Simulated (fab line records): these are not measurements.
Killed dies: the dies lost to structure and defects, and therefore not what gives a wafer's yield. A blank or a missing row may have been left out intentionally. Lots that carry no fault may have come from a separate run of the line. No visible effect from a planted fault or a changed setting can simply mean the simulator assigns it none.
A lot that was struck, set against a sound lot / flow n5 finfet / 15 out of 1938 route steps
Sound: the wafers L497.2, L497.5, L497.6. Struck: wafer L507.2. (L507.5 of the same lot was not struck and is left out.) The cause comes at the end.
Per side, at each step with rows, come the tool, then ch with its chambers, and then its first start. Under that, the readings that differ: sound wafers / struck wafers / difference of the means / sigmas: that difference in standard deviations of wafers without a fault.
alike: a reading whose means differ by less than 2 such deviations, as well as words and numbers matching on both sides. not compared: withheld readings; readings where some wafer has no value; bounds like >300 that might hide an equal value; numbers whose values overlap and for which the record gives no deviation.
The two part at a step that has a row with sigmas, a row that says differs or no value, or rows on one side only. Numbers that have no deviation but don't overlap get no sigmas and don't part them. Lack of a reading on every wafer of one side parts them only where that side has two or more wafers.

first, 1 step without rows for these wafers: N5_BEOL_M9_STRIP_80 (strips in N2/H2, time 10 s).
N5_BEOL_M9_OCD_MEAS_38:
  sound: ocd-01 at day 12 13:22; struck: ocd-02 at day 15 02:01
  alike: trench depth nm
then, 4 steps without rows for these wafers: N5_BEOL_M9_HM_STRIP_39 (strips TiN in peroxide tin strip, target depth 25 nm, time 158 s); N5_BEOL_M9_SRD_40 (time 30 s); N5_BEOL_M9_PRECLEAN_42 (cleans in residue remover, time 60 s); N5_BEOL_M9_SRD_43 (time 30 s).
N5_BEOL_M9_CD_MEAS_35: target cd 70 nm, target cd y 40 nm.
  sound: cd sem-01 at day 12 13:31; struck: cd sem-01 at day 15 02:10
  alike: cd nm
N5_BEOL_M9_CURE_72: cures SiCOH lowk, time 120 s.
  sound on uv cure-02 ch 1, day 12 13:36; struck on uv cure-01 ch 1, day 15 02:16
  alike: lamp power pct, wafer_temp_C_max
then, 1 step without rows for these wafers: N5_BEOL_M9_DEGAS_44 (time 60 s).
N5_BEOL_M9_PRE_CLEAN_45: time 30 s.
  sound: pvd sputter-01 at day 12 13:55; struck: pvd sputter-02 at day 15 02:34
  alike: heater power w
N5_BEOL_M9_ALD_74: deposits TaN, target thk 2 nm, pulse time 2 s, purge time 3 s.
  sound on ald metal-01 ch 2,3, day 12 14:00; struck on ald metal-02 ch 2, day 15 02:40
  alike: chamber pressure Torr, heater power w
N5_BEOL_M9_SURFACE_TREAT_79:
  sound: pvd sputter-01 at day 12 14:23; struck: pvd sputter-01 at day 15 03:13
  not compared: throttle valve pct
N5_BEOL_M9_CVD_78: deposits Co from CCTBA/H2, target thk 2 nm, time 138.9 s.
  sound on cvd co-01 ch 0,1,2, day 12 14:26; struck on cvd co-01 ch 2, day 15 03:17
reading=run length s (s); sound=161.5 161.3 161.6; struck=223.5; difference=+62.0; sigmas=+99 or more
  alike: chamber pressure Torr
N5_BEOL_M9_SPUTTER_48: material Cu, target thk 12 nm, time 2 s.
  sound: pvd sputter-01 at day 12 14:37; struck: pvd sputter-01 at day 15 03:27
  alike: substrate temp c, throttle valve pct
N5_PASSIVATION_PROBE_49:
  the record has rows for the sound wafers here (prober-01, day 14 19:32) and none for the struck ones

## WHERE THEY PART
First at N5_BEOL_M9_CVD_78; last, within this record, at N5_PASSIVATION_PROBE_49.

WHY: what the simulator had put in
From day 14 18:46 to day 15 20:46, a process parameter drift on cvd co-01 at N5_BEOL_M9_CVD_78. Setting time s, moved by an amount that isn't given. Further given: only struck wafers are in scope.
